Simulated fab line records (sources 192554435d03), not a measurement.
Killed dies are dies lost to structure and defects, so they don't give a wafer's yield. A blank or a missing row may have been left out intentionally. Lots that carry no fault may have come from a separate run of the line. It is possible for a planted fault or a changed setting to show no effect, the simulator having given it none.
fab line records	flow n5-finfet
[record] lots = 10	wafers = 30	last-day = 17
route steps=1938 shown BEOL_M15@1790 PASSIVATION@1936
lots that met no fault: from a run of the same line without faults
start-h: hours from the record's first day to the start of the lot's first wafer shown	wait-h: hours elapsed since this lot's preceding step	" same as the row above	L1.1+2: a row that stands for several wafers	- no value, or no start was given	* or withheld: withheld	< > ~ a bound
route shown NAME@n: names a module that has steps shown in the file, with the first one's number in the route	usual: mean/standard deviation of fault-free wafers	same: alike in all rows	chamber/n: place in a boat	sites: the reading at each site	_std_site: the standard deviation of these	_edge_site: inner sites' mean taken away from outer sites' mean	radius-mm: for every site, how far away it sits from the centre of the wafer	mask NAME#n: copy n	behind: the tool/chamber that last shaped the wafer	hold: why the lot was held/for how many hours/how that ended	device: names the non-switching transistor (n, p or np)	end of line: the same wafers' tests at the end of the route	step lacking rows: just its recipe	killed: dies that structure and defects cost at the first sort, which is not the same as the wafer's yield	map: per-die view of a wafer (x killed, . not killed, _ where there is no die)
set.NAME: setting as actually run; set.NAME@STEP: the setting as run at that earlier step	model.NAME: the simulator's own value behind a step, which no gauge read
one table for each step of the route and one row for each wafer, over a sample of lots
services: when a tool's chamber went out of use (start-h, in hours from the record's first day, below 0 if earlier), for how many hours, and the reason
[[steps]]
[step N5_BEOL_M15_STRIP_64]
[recipe] chemistry = O2	power-w = 600	temp-c = 60	pressure-mtorr = 30	rf-frequency-hz = 6e+07	bias-power-w = 0	overash-fraction = 0.3	o2-flow-sccm = 225
[usual] drypump-motor-current-A = 5.5/0.49	oes-product-au = 0.81/0.096	rf-vpp-V = 3.6/0.51	showerhead-plenum-p-Torr = 2.11/0.067	throttle-valve-pct = 16.56/0.3
lot.wafer	tool	chamber	start-h	wait-h	drypump-motor-current-A	oes-product-au	rf-hours-counter-h	rf-vpp-V	showerhead-plenum-p-Torr	throttle-valve-pct
L783.1	rie-diel-04	1	246	-	5.1	0.95	15	3.8	2.13	16.18
L783.3	"	3	"	"	5.9	0.69	236	3.8	1.99	17.12
L783.6	"	0	"	"	5.4	0.90	-	2.5	2.06	16.50
L785.2	rie-diel-02	3	269	-	4.9	0.83	70	3.3	2.03	16.66
L785.3	"	0	"	"	6.5	0.93	17	4.9	2.13	16.04
L785.5	"	0	"	"	6.4	0.91	-	2.8	2.13	16.05
L786.1	rie-diel-02	0	287	-	6.5	0.90	22	4.0	2.13	16.05
L786.2	"	1	"	"	5.6	0.73	190	3.8	2.17	16.85
L786.5	"	3	"	"	4.9	0.82	-	3.6	2.03	16.67
L791.2	rie-diel-02	2	304	-	5.1	0.69	248	4.2	2.07	16.66
L791.3	"	3	"	"	5.0	0.82	82	3.4	2.03	16.68
L791.4	"	0	"	"	6.5	0.89	28	3.8	2.13	16.08
L796.2	rie-diel-02	0	324	-	6.5	0.89	35	3.8	2.12	16.08
L796.3	"	1	"	"	5.6	0.73	202	4.6	2.16	16.87
L796.5	"	0	"	"	6.5	0.89	-	4.0	2.12	16.08
L799.1	rie-diel-01	3	347	-	5.7	0.67	245	4.2	2.14	16.70
L799.2	"	0	"	"	5.3	0.78	129	3.2	2.20	16.73
L799.6	"	2	"	"	5.5	0.67	-	4.0	2.07	16.94
L800.1	rie-diel-01	2	347	-	5.4	0.67	231	3.6	2.07	16.96
L800.2	"	3	"	"	5.7	0.67	245	2.8	2.14	16.72
L800.4	"	0	"	"	5.3	0.77	129	3.2	2.20	16.74
L798.1	rie-diel-04	2	353	-	4.7	0.81	77	3.2	2.20	16.48
L798.3	"	1	"	"	5.1	0.89	47	3.8	2.11	16.23
L798.4	"	3	"	"	5.9	0.92	11	4.0	2.24	16.74
L803.1	rie-diel-01	2	366	-	5.4	0.67	236	3.5	2.07	16.96
L803.2	"	1	"	"	6.0	0.87	57	3.0	2.04	16.22
L803.6	"	2	"	"	5.4	0.66	-	4.6	2.07	16.95
L804.1	rie-diel-04	2	385	-	4.7	0.81	86	4.3	2.19	16.49
L804.2	"	3	"	"	5.9	0.92	19	4.4	2.24	16.78
L804.5	"	2	"	"	4.7	0.81	-	3.4	2.19	16.50
[step N5_BEOL_M15_INSPECT_30]
[recipe] mode = adi	inspect-instrument = macro
[usual] raw-defect-count = 2.1/1.4
lot.wafer	tool	chamber	start-h	wait-h	raw-defect-count
L783.1	defect-inspect-01	-	247.93	0.0	1
L783.3	"	-	"	"	2
L783.6	"	-	"	"	4
L785.2	defect-inspect-01	-	270.48	0.0	0
L785.3	"	-	"	"	2
L785.5	"	-	"	"	4
L786.1	defect-inspect-02	-	288.22	0.0	3
L786.2	"	-	"	"	1
L786.5	"	-	"	"	2
L791.2	defect-inspect-01	-	305.33	0.0	>300
L791.3	"	-	"	"	>300
L791.4	"	-	"	"	>300
L796.2	defect-inspect-01	-	325.63	0.0	>300
L796.3	"	-	"	"	>300
L796.5	"	-	"	"	>300
L799.1	defect-inspect-02	-	349.07	0.0	3
L799.2	"	-	"	"	2
L799.6	"	-	"	"	2
L800.1	defect-inspect-01	-	349.11	0.0	4
L800.2	"	-	"	"	1
L800.4	"	-	"	"	1
L798.1	defect-inspect-02	-	354.57	0.0	5
L798.3	"	-	"	"	2
L798.4	"	-	"	"	1
L803.1	defect-inspect-02	-	368.16	0.0	3
L803.2	"	-	"	"	1
L803.6	"	-	"	"	3
L804.1	defect-inspect-01	-	386.58	0.0	1
L804.2	"	-	"	"	4
L804.5	"	-	"	"	1
[step N5_BEOL_M15_STRIP_36]
[recipe] chemistry = O2	power-w = 600	temp-c = 60	pressure-mtorr = 30	rf-frequency-hz = 6e+07	bias-power-w = 0	overash-fraction = 0.3	o2-flow-sccm = 225
[usual] drypump-motor-current-A = 5.5/0.47	oes-product-au = 0.80/0.099	rf-vpp-V = 3.6/1	showerhead-plenum-p-Torr = 2.11/0.065	throttle-valve-pct = 16.6/0.3
lot.wafer	tool	chamber	start-h	wait-h	drypump-motor-current-A	oes-product-au	rf-hours-counter-h	rf-vpp-V	showerhead-plenum-p-Torr	throttle-valve-pct
L783.1	rie-diel-02	3	248.28	0.0	5.0	0.83	64	3.8	2.03	16.6
L783.3	"	2	"	"	5.1	0.70	229	3.3	2.07	16.7
L783.6	"	3	"	"	5.0	0.84	-	3.6	2.03	16.6
L785.2	rie-diel-02	2	272.54	1.7	5.1	0.69	237	4.4	2.07	16.7
L785.3	"	0	"	"	6.5	0.90	18	4.8	2.13	16.1
L785.5	"	2	"	"	5.1	0.68	-	4.8	2.07	16.7
L786.1	rie-diel-02	0	289.40	0.8	6.5	0.91	23	4.9	2.13	16.1
L786.2	"	1	"	"	5.6	0.73	191	3.9	2.16	16.9
L786.5	"	1	"	"	5.6	0.72	-	3.0	2.17	16.8
L791.2	rie-diel-02	0	306.19	0.6	6.4	0.90	28	2.7	2.13	16.1
L791.3	"	2	"	"	5.1	0.70	249	4.6	2.07	16.7
L791.4	"	1	"	"	5.6	0.72	197	4.3	2.16	16.8
L796.2	rie-diel-01	1	326.44	0.0	5.9	0.91	44	1.9	2.05	16.2
L796.3	"	2	"	"	5.3	0.67	224	4.8	2.07	16.9
L796.5	"	0	"	"	5.3	0.79	-	3.6	2.21	16.7
L799.1	rie-diel-02	2	350.41	1.0	5.1	0.99	5	3.5	2.06	16.2
L799.2	"	0	"	"	6.4	0.88	44	1.6	2.12	16.1
L799.6	"	0	"	"	6.5	0.88	-	4.2	2.12	16.1
L800.1	rie-diel-01	1	357.44	8.0	6.0	0.88	54	4.5	2.04	16.2
L800.2	"	3	"	"	5.7	0.66	248	3.0	2.14	16.7
L800.4	"	0	"	"	5.3	0.77	132	2.8	2.20	16.7
L798.1	rie-diel-01	2	358.44	3.5	5.4	0.67	233	2.6	2.07	17.0
L798.3	"	0	"	"	5.4	0.78	133	4.4	2.20	16.8
L798.4	"	3	"	"	5.7	0.68	249	3.2	2.14	16.7
L803.1	rie-diel-02	3	369.93	1.0	4.9	0.79	104	4.7	2.02	16.7
L803.2	"	0	"	"	6.5	0.87	50	6.3	2.12	16.1
L803.6	"	2	"	"	5.1	0.98	-	2.9	2.06	16.2
L804.1	rie-diel-02	2	388.20	1.3	5.1	0.95	18	2.1	2.06	16.2
L804.2	"	1	"	"	5.6	0.70	224	3.7	2.15	16.9
L804.5	"	1	"	"	5.6	0.70	-	2.3	2.15	16.9
[step N5_BEOL_M15_STRIP_37]
[recipe] chemistry = O2	power-w = 600	temp-c = 60	pressure-mtorr = 30	rf-frequency-hz = 6e+07	bias-power-w = 0	overash-fraction = 0.3	o2-flow-sccm = 225
[usual] drypump-motor-current-A = 5.5/0.47	oes-product-au = 0.80/0.097	rf-vpp-V = 3.8/0.65	showerhead-plenum-p-Torr = 2.11/0.065	throttle-valve-pct = 16.6/0.3
lot.wafer	tool	chamber	start-h	wait-h	drypump-motor-current-A	oes-product-au	rf-hours-counter-h	rf-vpp-V	showerhead-plenum-p-Torr	throttle-valve-pct
L783.1	rie-diel-02	3	-	-	4.9	0.84	64	4.0	2.03	16.7
L783.3	"	2	"	"	5.1	0.71	229	4.2	2.07	16.6
L783.6	"	3	"	"	4.9	0.84	-	4.1	2.03	16.6
L785.2	rie-diel-02	2	-	-	5.1	0.70	237	4.5	2.07	16.7
L785.3	"	0	"	"	6.6	0.91	18	3.3	2.13	16.1
L785.5	"	2	"	"	5.1	0.70	-	3.4	2.07	16.6
L786.1	rie-diel-02	0	-	-	6.5	0.91	23	4.1	2.13	16.1
L786.2	"	1	"	"	5.6	0.73	191	3.8	2.17	16.9
L786.5	"	1	"	"	5.6	0.72	-	4.6	2.17	16.9
L791.2	rie-diel-02	0	-	-	6.5	0.89	28	4.0	2.13	16.1
L791.3	"	2	"	"	5.1	0.68	249	4.1	2.07	16.6
L791.4	"	1	"	"	5.6	0.71	197	5.0	2.16	16.9
L796.2	rie-diel-01	1	-	-	6.0	0.90	44	3.9	2.05	16.2
L796.3	"	2	"	"	5.4	0.67	224	3.8	2.07	16.9
L796.5	"	0	"	"	5.3	0.78	-	4.7	2.20	16.7
L799.1	rie-diel-02	2	-	-	5.1	0.98	5	3.2	2.06	16.2
L799.2	"	0	"	"	6.5	0.87	44	4.3	2.12	16.1
L799.6	"	0	"	"	6.5	0.87	-	3.3	2.12	16.1
L800.1	rie-diel-01	1	-	-	6.0	0.87	54	3.7	2.04	16.2
L800.2	"	3	"	"	5.7	0.67	248	3.9	2.14	16.7
L800.4	"	0	"	"	5.3	0.77	132	4.1	2.20	16.7
L798.1	rie-diel-01	2	-	-	5.4	0.68	233	4.5	2.07	16.9
L798.3	"	0	"	"	5.3	0.77	133	3.7	2.20	16.8
L798.4	"	3	"	"	5.7	0.68	249	3.6	2.14	16.7
L803.1	rie-diel-02	3	-	-	5.0	0.80	104	3.9	2.02	16.7
L803.2	"	0	"	"	6.5	0.85	50	2.5	2.12	16.1
L803.6	"	2	"	"	5.1	0.96	-	4.0	2.06	16.3
L804.1	rie-diel-02	2	-	-	5.1	0.94	18	3.1	2.06	16.3
L804.2	"	1	"	"	5.6	0.71	224	4.6	2.15	16.9
L804.5	"	1	"	"	5.6	0.70	-	3.2	2.15	16.9
[step N5_BEOL_M15_ETCH_38]
[recipe] chemistry = CF4/N2	target = SiCN	target-depth-a = 1064	taper-deg = 2	time-s = 120.5	ion-energy-ev = 150	mask-material = SiO2	pressure-mtorr = 40	source-w = 430	bias-w = 70	Ar_flow_sccm = 100	cf4-flow-sccm = 60	n2-flow-sccm = 60
[usual] drypump-motor-current-A = 5.5/0.47	oes-product-au = 0.80/0.097	rf-vpp-V = 382.7/1.8	showerhead-plenum-p-Torr = 2.22/0.07	throttle-valve-pct = 15.4/0.31
lot.wafer	tool	chamber	start-h	wait-h	drypump-motor-current-A	oes-product-au	rf-hours-counter-h	rf-vpp-V	showerhead-plenum-p-Torr	throttle-valve-pct
L783.1	rie-diel-02	3	-	-	4.9	0.84	64	381.2	2.16	15.5
L783.3	"	2	"	"	5.1	0.68	229	381.4	2.19	15.4
L783.6	"	3	"	"	4.9	0.84	-	381.1	2.16	15.5
L785.2	rie-diel-02	2	-	-	5.1	0.66	237	379.8	2.18	15.4
L785.3	"	0	"	"	6.5	0.91	18	384.2	2.25	14.9
L785.5	"	2	"	"	5.1	0.67	-	380.5	2.18	15.4
L786.1	rie-diel-02	0	-	-	6.5	0.89	23	385.6	2.25	14.9
L786.2	"	1	"	"	5.6	0.72	191	383.8	2.29	15.7
L786.5	"	1	"	"	5.6	0.73	-	383.2	2.29	15.7
L791.2	rie-diel-02	0	-	-	6.5	0.88	29	384.2	2.24	14.9
L791.3	"	2	"	"	5.1	0.66	249	380.5	2.18	15.5
L791.4	"	1	"	"	5.6	0.71	197	385.0	2.28	15.7
L796.2	rie-diel-01	1	-	-	6.0	0.92	44	381.9	2.15	14.9
L796.3	"	2	"	"	5.5	0.69	224	381.4	2.19	15.7
L796.5	"	0	"	"	5.3	0.80	-	384.6	2.31	15.4
L799.1	rie-diel-02	2	-	-	5.1	0.96	5	381.8	2.18	15.0
L799.2	"	0	"	"	6.5	0.86	44	385.1	2.24	14.9
L799.6	"	0	"	"	6.5	0.88	-	382.8	2.24	14.9
L800.1	rie-diel-01	1	-	-	6.0	0.90	54	380.3	2.14	15.0
L800.2	"	3	"	"	5.7	0.67	248	384.3	2.26	15.6
L800.4	"	0	"	"	5.3	0.79	132	384.1	2.30	15.5
L798.1	rie-diel-01	2	-	-	5.5	0.68	233	381.4	2.18	15.8
L798.3	"	0	"	"	5.3	0.78	133	384.9	2.30	15.5
L798.4	"	3	"	"	5.7	0.67	249	384.0	2.26	15.6
L803.1	rie-diel-02	3	-	-	4.9	0.80	104	379.4	2.14	15.6
L803.2	"	0	"	"	6.5	0.85	50	383.4	2.24	14.9
L803.6	"	2	"	"	5.1	0.93	-	381.3	2.18	15.0
L804.1	rie-diel-02	2	-	-	5.1	0.91	18	382.4	2.17	15.0
L804.2	"	1	"	"	5.6	0.70	224	384.6	2.27	15.8
L804.5	"	1	"	"	5.6	0.70	-	384.4	2.27	15.8
[step N5_PASSIVATION_PROBE_49]
[usual] defect-limited-yield = 91.3/1.5	killed_at_M0_to_M3 = 34/11	killed_at_M4_up = 14/6.1	killed-at-contacts = 12/5.9	killed-at-front-end = 39/11	killed-at-other = 4/3.3	killed-dies = 102/18	killed-open = 67/13	killed-short = 33/7.9	sort_bin_5_function = 5.1/1	sort_bin_6_memory = 3.3/0.7	sort_bin_8_speed = 0.1/0.69	sort-n-pass = 1077/19	sort-yield-pct = 91.3/1.6
[same] gross-dies = 1180	killed-at-back-side = 0	sort_bin_4_leakage[%] = 0
lot.wafer	tool	chamber	start-h	wait-h	defect-limited-yield[%]	killed_at_M0_to_M3	killed_at_M4_up	killed-at-contacts	killed-at-front-end	killed-at-other	killed-dies	killed-open	killed-short	sort_bin_5_function[%]	sort_bin_6_memory[%]	sort_bin_8_speed[%]	sort-n-pass	sort-yield-pct[%]
L785.2	prober-02	-	289.01	0.1	92.6	32	19	9	27	0	87	58	28	4.1	3.2	0	1093	92.6
L785.3	prober-02	-	289.06	0.1	90.4	41	8	8	56	0	113	70	41	5.7	3.5	0	1067	90.4
L785.5	prober-02	-	289.16	0.2	90.4	51	9	9	34	10	113	78	35	5.0	4.3	0	1067	90.4
L791.2	prober-01	-	322.07	0.1	83.7	28	121	11	25	7	192	51	32	10.2	3.9	0	988	83.7
L791.3	prober-01	-	322.12	0.1	83.4	43	107	13	31	2	196	63	33	10.8	4.1	0	984	83.4
L791.4	prober-01	-	322.17	0.2	86.2	30	73	16	44	0	163	65	35	8.7	4.1	0	1017	86.2
L796.2	prober-01	-	343.66	0.1	86.1	37	66	20	32	9	164	81	32	8.6	4.4	0	1016	86.1
L796.3	prober-01	-	343.71	0.1	84.0	42	100	13	28	6	189	81	27	10.8	3.8	0	991	84.0
L796.5	prober-01	-	343.81	0.2	86.0	44	76	12	23	10	165	71	34	8.1	4.5	0	1015	86.0
L800.1	prober-02	-	373.43	0.0	92.4	33	14	8	32	3	90	57	32	4.4	3.1	0	1090	92.4
L800.2	prober-02	-	373.48	0.1	93.5	20	10	17	30	0	77	47	20	3.4	2.3	0	1103	93.5
L800.4	prober-02	-	373.58	0.2	92.4	35	11	5	37	2	90	59	29	4.4	3.1	0	1090	92.4
L804.1	prober-01	-	405.47	0.0	89.2	59	19	10	34	5	127	91	36	7.2	3.3	0	1053	89.2
L804.2	prober-01	-	405.52	0.1	89.5	39	17	10	56	2	124	81	43	6.4	3.9	0	1056	89.5
L804.5	prober-01	-	405.67	0.2	90.8	33	12	2	61	1	109	74	35	5.0	4.1	0	1071	90.8
// killed by level:class
L785.2 BEOL_M0_SAQP:geometric-particle:short=8 BEOL_M4:geometric-particle:open=8 MOL_CONTACT_COAG:geometric-particle:open=7 BEOL_M0_SAQP:geometric-particle:open=7 BEOL_M2:geometric-particle:open=7 BEOL_M3:geometric-particle:open=7 FIN_SAQP:geometric-particle:open=6 STI_FIN_REVEAL:geometric-particle:open=5
L785.3 STI_FIN_REVEAL:geometric-particle:open=21 BEOL_M0_SAQP:geometric-particle:short=13 BEOL_M3:geometric-particle:open=11 BEOL_M0_SAQP:geometric-particle:open=9 FIN_SAQP:geometric-particle:open=8 STI_FIN_REVEAL:geometric-particle:short=7 MOL_CONTACT_COAG:geometric-particle:open=6 FIN_SAQP:geometric-particle:short=5
L785.5 BEOL_M3:geometric-particle:open=16 BEOL_M0_SAQP:geometric-particle:open=10 FIN_SAQP:geometric-particle:open=8 MOL_CONTACT_COAG:geometric-particle:open=8 BEOL_M0_SAQP:geometric-particle:short=8 STI_FIN_REVEAL:geometric-particle:open=7 BEOL_M0:geometric-particle:open=5 FIN_SAQP:geometric-particle:short=4
L791.2 BEOL_M15:unspecified=104 FIN_SAQP:geometric-particle:open=7 MOL_CONTACT_COAG:geometric-particle:open=7 BEOL_M0_SAQP:geometric-particle:short=6 BEOL_M0_SAQP:geometric-particle:open=6 BEOL_M3:geometric-particle:open=6 BEOL_M2:geometric-particle:open=5 PAD_METAL:geometric-particle:short=5
L791.3 BEOL_M15:unspecified=96 BEOL_M3:geometric-particle:open=11 BEOL_M0_SAQP:geometric-particle:open=10 MOL_CONTACT_COAG:geometric-particle:open=8 BEOL_M0_SAQP:geometric-particle:short=8 FIN_SAQP:geometric-particle:short=7 FIN_SAQP:geometric-particle:open=5 GATE_CUT:geometric-particle:short=4
L791.4 BEOL_M15:unspecified=62 MOL_CONTACT_COAG:geometric-particle:open=14 GATE_CUT:geometric-particle:short=11 BEOL_M0_SAQP:geometric-particle:open=8 BEOL_M0_SAQP:geometric-particle:short=8 BEOL_M3:geometric-particle:open=7 STI_FIN_REVEAL:geometric-particle:open=6 GATE_CUT:geometric-particle:open=6
L796.2 BEOL_M15:unspecified=49 MOL_CONTACT_COAG:geometric-particle:open=16 BEOL_M3:geometric-particle:open=14 FIN_SAQP:geometric-particle:open=8 BEOL_M0_SAQP:geometric-particle:short=8 STI_FIN_REVEAL:geometric-particle:open=7 BEOL_M4:geometric-particle:open=7 BEOL_M0_SAQP:geometric-particle:open=5
L796.3 BEOL_M15:unspecified=78 BEOL_M3:geometric-particle:open=16 MOL_CONTACT_COAG:geometric-particle:open=8 BEOL_M0_SAQP:geometric-particle:open=8 FIN_SAQP:geometric-particle:open=7 STI_FIN_REVEAL:geometric-particle:open=7 BEOL_M4:geometric-particle:open=7 STARTING-WAFER:geometric-particle:short=6
L796.5 BEOL_M15:unspecified=58 BEOL_M0_SAQP:geometric-particle:open=13 BEOL_M4:geometric-particle:open=12 BEOL_M0_SAQP:geometric-particle:short=10 MOL_CONTACT_COAG:geometric-particle:open=9 BEOL_M3:geometric-particle:open=9 FIN_SAQP:geometric-particle:short=6 BEOL_M2:geometric-particle:open=6
L800.1 BEOL_M0_SAQP:geometric-particle:short=12 FIN_SAQP:geometric-particle:short=9 MOL_CONTACT_COAG:geometric-particle:open=8 BEOL_M3:geometric-particle:open=8 FIN_SAQP:geometric-particle:open=7 BEOL_M0_SAQP:geometric-particle:open=7 STI_FIN_REVEAL:geometric-particle:open=6 BEOL_M4:geometric-particle:open=4
L800.2 MOL_CONTACT_COAG:geometric-particle:open=11 FIN_SAQP:geometric-particle:open=7 BEOL_M4:geometric-particle:open=7 HKMG_FIN:area-etch=6 MOL_CONTACT_COAG:geometric-particle:short=5 BEOL_M0_SAQP:geometric-particle:short=5 FIN_SAQP:geometric-particle:short=4 BEOL_M0_SAQP:geometric-particle:open=4
L800.4 FIN_SAQP:geometric-particle:open=17 BEOL_M0_SAQP:geometric-particle:open=9 FIN_SAQP:geometric-particle:short=8 BEOL_M3:geometric-particle:open=7 BEOL_M0:geometric-particle:open=6 BEOL_M4:geometric-particle:open=6 MOL_CONTACT_COAG:geometric-particle:open=5 BEOL_M0_SAQP:geometric-particle:short=5
L804.1 BEOL_M0_SAQP:geometric-particle:open=15 BEOL_M2:geometric-particle:open=11 BEOL_M4:geometric-particle:open=9 BEOL_M3:geometric-particle:open=9 MOL_CONTACT_COAG:geometric-particle:open=8 BEOL_M0_SAQP:geometric-particle:short=8 BEOL_M1:geometric-particle:open=6 DUMMY_GATE:geometric-particle:open=5
L804.2 BEOL_M0_SAQP:geometric-particle:open=12 BEOL_M4:geometric-particle:open=11 FIN_SAQP:geometric-particle:short=10 BEOL_M0_SAQP:geometric-particle:short=10 FIN_SAQP:geometric-particle:open=9 DUMMY_GATE:geometric-particle:open=9 MOL_CONTACT_COAG:geometric-particle:open=9 STI_FIN_REVEAL:geometric-particle:open=6
L804.5 FIN_SAQP:geometric-particle:open=18 STI_FIN_REVEAL:geometric-particle:open=14 BEOL_M2:geometric-particle:open=9 BEOL_M0_SAQP:geometric-particle:short=6 BEOL_M4:geometric-particle:open=6 FIN_SAQP:geometric-particle:short=5 BEOL_M1:geometric-particle:open=5 STI_FIN_REVEAL:geometric-particle:short=4
[[services]]
tool	chamber	start-h	hours	kind
rie-diel-02	0	227.10	2.8	repair
rie-diel-02	1	264.14	12.0	repair
rie-diel-04	3	301.14	-	clean
rie-diel-04	3	301.14	-	consumable-replace:focus-ring
rie-diel-04	3	301.14	-	consumable-replace:showerhead
rie-diel-04	3	301.14	14.8	scheduled-down
rie-diel-04	3	301.14	14.8	vent-cycle
rie-diel-02	2	311.35	-	clean
rie-diel-02	2	311.35	-	consumable-replace:focus-ring
rie-diel-02	2	311.35	23.3	scheduled-down
rie-diel-02	2	311.35	23.3	vent-cycle
rie-diel-01	3	364.43	-	clean
rie-diel-01	3	364.43	-	consumable-replace:focus-ring
rie-diel-01	3	364.43	22.5	scheduled-down
rie-diel-01	3	364.43	22.5	vent-cycle
rie-diel-04	-	374.53	0.4	repair
rie-diel-02	1	384.88	2.1	repair
[[key]]
[first-sign] step = N5_BEOL_M15_INSPECT_30	reading = raw-defect-count	direction = up	sigmas = 99+	usual = 2.1	struck = >300
[effect] step = N5_PASSIVATION_PROBE_49	reading = killed_at_M4_up	direction = up	sigmas = 12	usual = 14	struck = 90
[more-kills-born-at] N5_BEOL_M15_STRIP_64@rie-diel-02 = 447
met-at N5_BEOL_M15_STRIP_64
struck-lots L791,L796
not-acting-at N5_BEOL_M15_STRIP_36,N5_BEOL_M15_STRIP_37,N5_BEOL_M15_ETCH_38
onset-between 287 304
[fault] kind = chamber-particle-source	tool = rie-diel-02	chamber = -	onset-h = 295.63	steps = N5_BEOL_M15_STRIP_64	rate-per-visit-cm2 = 0.55155	end-h = 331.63
